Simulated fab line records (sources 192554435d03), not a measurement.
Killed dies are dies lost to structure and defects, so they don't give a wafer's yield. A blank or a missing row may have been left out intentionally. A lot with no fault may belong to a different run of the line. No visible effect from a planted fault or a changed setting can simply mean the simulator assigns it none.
The tool behind it: which one? || flow n5-finfet || 10 lots with 30 wafers sampled at 5 steps, on a route of 1938 steps

## WHAT THE GAUGES SHOWED, per wafer
N5_BEOL_M13_THK_MEAS_01.
{"lot": "L935", "measured": "day 13 08:41", "on": "film-metro-02", "M13_ILD_THK (nm)": "823 826 841"}
{"lot": "L937", "measured": "day 13 09:32", "on": "film-metro-01", "M13_ILD_THK (nm)": "828 834 472"}
{"lot": "L938", "measured": "day 13 16:25", "on": "film-metro-01", "M13_ILD_THK (nm)": "822 826 837"}
{"lot": "L939", "measured": "day 13 18:39", "on": "film-metro-02", "M13_ILD_THK (nm)": "853 480 856"}
{"lot": "L949", "measured": "day 16 06:20", "on": "film-metro-01", "M13_ILD_THK (nm)": "831 832 842"}
{"lot": "L951", "measured": "day 16 18:28", "on": "film-metro-02", "M13_ILD_THK (nm)": "823 842 841"}
{"lot": "L950", "measured": "day 16 18:37", "on": "film-metro-01", "M13_ILD_THK (nm)": "829 853 852"}
{"lot": "L953", "measured": "day 16 21:52", "on": "film-metro-01", "M13_ILD_THK (nm)": "827 836 830"}
{"lot": "L955", "measured": "day 18 02:07", "on": "film-metro-02", "M13_ILD_THK (nm)": "831 820 843"}
{"lot": "L956", "measured": "day 18 05:43", "on": "film-metro-02", "M13_ILD_THK (nm)": "836 838 857"}

N5_BEOL_M13_OVL_MEAS_11.
{"lot": "L935", "measured": "day 13 09:01", "on": "overlay-01", "V12_OVL (nm)": "-5 9 1"}
{"lot": "L937", "measured": "day 13 09:52", "on": "overlay-01", "V12_OVL (nm)": "7 -5 2"}
{"lot": "L938", "measured": "day 13 16:55", "on": "overlay-02", "V12_OVL (nm)": "-5 -2 -2"}
{"lot": "L939", "measured": "day 13 18:59", "on": "overlay-02", "V12_OVL (nm)": "-13 -5 -5"}
{"lot": "L949", "measured": "day 16 06:40", "on": "overlay-02", "V12_OVL (nm)": "9 5 4"}
{"lot": "L951", "measured": "day 16 18:48", "on": "overlay-02", "V12_OVL (nm)": "3 1 1"}
{"lot": "L950", "measured": "day 16 19:05", "on": "overlay-01", "V12_OVL (nm)": "4 2 4"}
{"lot": "L953", "measured": "day 16 22:12", "on": "overlay-02", "V12_OVL (nm)": "1 1 2"}
{"lot": "L955", "measured": "day 18 02:35", "on": "overlay-01", "V12_OVL (nm)": "4 -3 -4"}
{"lot": "L956", "measured": "day 18 06:03", "on": "overlay-02", "V12_OVL (nm)": "1 2 3"}

## EACH LOT AND THE TOOL THAT RAN IT (in order: tool; ch and the chambers of the sampled wafers; start)
{"lot": "L935", "N5_BEOL_M12_DEGAS_41": "pvd-sputter-01, day 13 07:14", "N5_BEOL_M12_SPUTTER_43": "pvd-sputter-01, day 13 07:19", "N5_BEOL_M13_ILD_DEP_00": "pecvd-01 ch 1,2, day 13 08:32"}
{"lot": "L937", "N5_BEOL_M12_DEGAS_41": "pvd-sputter-01, day 13 08:05", "N5_BEOL_M12_SPUTTER_43": "pvd-sputter-01, day 13 08:10", "N5_BEOL_M13_ILD_DEP_00": "pecvd-01 ch 0,2, day 13 09:22"}
{"lot": "L938", "N5_BEOL_M12_DEGAS_41": "pvd-sputter-02, day 13 14:59", "N5_BEOL_M12_SPUTTER_43": "pvd-sputter-02, day 13 15:04", "N5_BEOL_M13_ILD_DEP_00": "pecvd-03 ch 0,1,2, day 13 16:16"}
{"lot": "L939", "N5_BEOL_M12_DEGAS_41": "pvd-sputter-03, day 13 17:10", "N5_BEOL_M12_SPUTTER_43": "pvd-sputter-03, day 13 17:15", "N5_BEOL_M13_ILD_DEP_00": "pecvd-01 ch 0,2, day 13 18:30"}
{"lot": "L949", "N5_BEOL_M12_DEGAS_41": "pvd-sputter-01, day 16 04:20", "N5_BEOL_M12_SPUTTER_43": "pvd-sputter-01, day 16 04:25", "N5_BEOL_M13_ILD_DEP_00": "pecvd-02 ch 0,2, day 16 06:11"}
{"lot": "L951", "N5_BEOL_M12_DEGAS_41": "pvd-sputter-01, day 16 16:52", "N5_BEOL_M12_SPUTTER_43": "pvd-sputter-01, day 16 16:57", "N5_BEOL_M13_ILD_DEP_00": "pecvd-03 ch 0,1,2, day 16 18:19"}
{"lot": "L950", "N5_BEOL_M12_DEGAS_41": "pvd-sputter-03, day 16 17:05", "N5_BEOL_M12_SPUTTER_43": "pvd-sputter-03, day 16 17:10", "N5_BEOL_M13_ILD_DEP_00": "pecvd-01 ch 0,1, day 16 18:28"}
{"lot": "L953", "N5_BEOL_M12_DEGAS_41": "pvd-sputter-02, day 16 20:26", "N5_BEOL_M12_SPUTTER_43": "pvd-sputter-02, day 16 20:31", "N5_BEOL_M13_ILD_DEP_00": "pecvd-03 ch 0,2, day 16 21:43"}
{"lot": "L955", "N5_BEOL_M12_DEGAS_41": "pvd-sputter-02, day 18 00:23", "N5_BEOL_M12_SPUTTER_43": "pvd-sputter-02, day 18 00:28", "N5_BEOL_M13_ILD_DEP_00": "pecvd-02 ch 0,2, day 18 01:58"}
{"lot": "L956", "N5_BEOL_M12_DEGAS_41": "pvd-sputter-01, day 18 04:04", "N5_BEOL_M12_SPUTTER_43": "pvd-sputter-01, day 18 04:09", "N5_BEOL_M13_ILD_DEP_00": "pecvd-01 ch 0,1, day 18 05:34"}
- N5_BEOL_M12_DEGAS_41: time 60 s.
- N5_BEOL_M12_SPUTTER_43: material TaN, target thk 15 nm, time 24.19 s.
- N5_BEOL_M13_ILD_DEP_00: deposits SiOC from DEMS/O2, target thk 837.92 nm, time 166.4 s.

## WHAT THE TOOLS THEMSELVES READ (means of the sampled wafers that have a number; where no wafer has one, the mark that the record gives instead)
N5_BEOL_M12_DEGAS_41.
{"lot": "L935", "tool": "pvd-sputter-01", "heater-power-w (W)": 328}
{"lot": "L937", "tool": "pvd-sputter-01", "heater-power-w (W)": 322}
{"lot": "L938", "tool": "pvd-sputter-02", "heater-power-w (W)": 333}
{"lot": "L939", "tool": "pvd-sputter-03", "heater-power-w (W)": 340}
{"lot": "L949", "tool": "pvd-sputter-01", "heater-power-w (W)": 296}
{"lot": "L951", "tool": "pvd-sputter-01", "heater-power-w (W)": 326}
{"lot": "L950", "tool": "pvd-sputter-03", "heater-power-w (W)": 329}
{"lot": "L953", "tool": "pvd-sputter-02", "heater-power-w (W)": 342}
{"lot": "L955", "tool": "pvd-sputter-02", "heater-power-w (W)": 331}
{"lot": "L956", "tool": "pvd-sputter-01", "heater-power-w (W)": 303}

N5_BEOL_M12_SPUTTER_43.
{"lot": "L935", "tool": "pvd-sputter-01", "bias-v (V)": 166.6, "chamber-pressure-pa (Pa)": 0.11998, "throttle-valve-pct (%)": 30.6}
{"lot": "L937", "tool": "pvd-sputter-01", "bias-v (V)": 168.5, "chamber-pressure-pa (Pa)": 0.12007, "throttle-valve-pct (%)": 30.5}
{"lot": "L938", "tool": "pvd-sputter-02", "bias-v (V)": 168.1, "chamber-pressure-pa (Pa)": 0.12020, "throttle-valve-pct (%)": 30.0}
{"lot": "L939", "tool": "pvd-sputter-03", "bias-v (V)": 169.1, "chamber-pressure-pa (Pa)": 0.12009, "throttle-valve-pct (%)": 30.3}
{"lot": "L949", "tool": "pvd-sputter-01", "bias-v (V)": 167.1, "chamber-pressure-pa (Pa)": 0.11995, "throttle-valve-pct (%)": 30.3}
{"lot": "L951", "tool": "pvd-sputter-01", "bias-v (V)": 168.5, "chamber-pressure-pa (Pa)": 0.11996, "throttle-valve-pct (%)": 30.7}
{"lot": "L950", "tool": "pvd-sputter-03", "bias-v (V)": 168.7, "chamber-pressure-pa (Pa)": 0.11980, "throttle-valve-pct (%)": 31.3}
{"lot": "L953", "tool": "pvd-sputter-02", "bias-v (V)": 169.9, "chamber-pressure-pa (Pa)": 0.12001, "throttle-valve-pct (%)": 29.8}
{"lot": "L955", "tool": "pvd-sputter-02", "bias-v (V)": 169.8, "chamber-pressure-pa (Pa)": 0.11987, "throttle-valve-pct (%)": 29.8}
{"lot": "L956", "tool": "pvd-sputter-01", "bias-v (V)": 167.7, "chamber-pressure-pa (Pa)": 0.11995, "throttle-valve-pct (%)": 30.5}

N5_BEOL_M13_ILD_DEP_00.
{"lot": "L935", "tool": "pecvd-01", "heater-power-w (W)": 612, "run-length-s (s)": 211.6, "showerhead-plenum-p-Torr (Torr)": 5.718, "throttle-valve-pct (%)": 13.0}
{"lot": "L937", "tool": "pecvd-01", "heater-power-w (W)": 635, "run-length-s (s)": 186.5, "showerhead-plenum-p-Torr (Torr)": 5.719, "throttle-valve-pct (%)": 12.5}
{"lot": "L938", "tool": "pecvd-03", "heater-power-w (W)": 480, "run-length-s (s)": 211.3, "showerhead-plenum-p-Torr (Torr)": 5.693, "throttle-valve-pct (%)": 12.1}
{"lot": "L939", "tool": "pecvd-01", "heater-power-w (W)": 590, "run-length-s (s)": 186.2, "showerhead-plenum-p-Torr (Torr)": 5.713, "throttle-valve-pct (%)": 12.6}
{"lot": "L949", "tool": "pecvd-02", "heater-power-w (W)": 433, "run-length-s (s)": 211.6, "showerhead-plenum-p-Torr (Torr)": 5.691, "throttle-valve-pct (%)": 11.8}
{"lot": "L951", "tool": "pecvd-03", "heater-power-w (W)": 525, "run-length-s (s)": 211.1, "showerhead-plenum-p-Torr (Torr)": 5.690, "throttle-valve-pct (%)": 12.1}
{"lot": "L950", "tool": "pecvd-01", "heater-power-w (W)": 497, "run-length-s (s)": 211.2, "showerhead-plenum-p-Torr (Torr)": 5.708, "throttle-valve-pct (%)": 12.7}
{"lot": "L953", "tool": "pecvd-03", "heater-power-w (W)": 498, "run-length-s (s)": 212.0, "showerhead-plenum-p-Torr (Torr)": 5.698, "throttle-valve-pct (%)": 12.0}
{"lot": "L955", "tool": "pecvd-02", "heater-power-w (W)": 418, "run-length-s (s)": 211.5, "showerhead-plenum-p-Torr (Torr)": 5.692, "throttle-valve-pct (%)": 11.7}
{"lot": "L956", "tool": "pecvd-01", "heater-power-w (W)": 514, "run-length-s (s)": 211.3, "showerhead-plenum-p-Torr (Torr)": 5.697, "throttle-valve-pct (%)": 12.2}

## THE ANSWER, worked out from the rows above alone
Rule: what is usual is taken from the lots themselves. The widest of any qualifying gaps counts: lots, ordered by their means at a reading, are off when they make up no more than a third of the lots, leave a main group of 4 or more, and stand apart from it by 3 or more times the standard deviation of that group's means. Not used: any main group whose means are identical at the precision the tables above print for the reading. Also off: a lot with no number at a reading for which 4 or more lots have one. All remaining lots with rows at the step are treated as sound. After the gauges, taken in route order, come the tools' own readings; for these a lot's mean is taken, as printed above. At the first step where some lot is off, the reading lying furthest off is the one used; lots without a number count as furthest.
Off: L937, L939, at N5_BEOL_M13_THK_MEAS_01 (M13_ILD_THK). For the main group the mean is 835 nm and the standard deviation 5.8.
If a tool, at a process step before that reading, ran all the lots that are off and no sound lot after the first of them, it fits. Not tried: the gauges at N5_BEOL_M13_THK_MEAS_01; whatever is off there is also off at N5_BEOL_M13_ILD_DEP_00, on other tools, and gauge error can't account for it. None of those tried fits.

## WHAT THE SIMULATOR HAD INSERTED
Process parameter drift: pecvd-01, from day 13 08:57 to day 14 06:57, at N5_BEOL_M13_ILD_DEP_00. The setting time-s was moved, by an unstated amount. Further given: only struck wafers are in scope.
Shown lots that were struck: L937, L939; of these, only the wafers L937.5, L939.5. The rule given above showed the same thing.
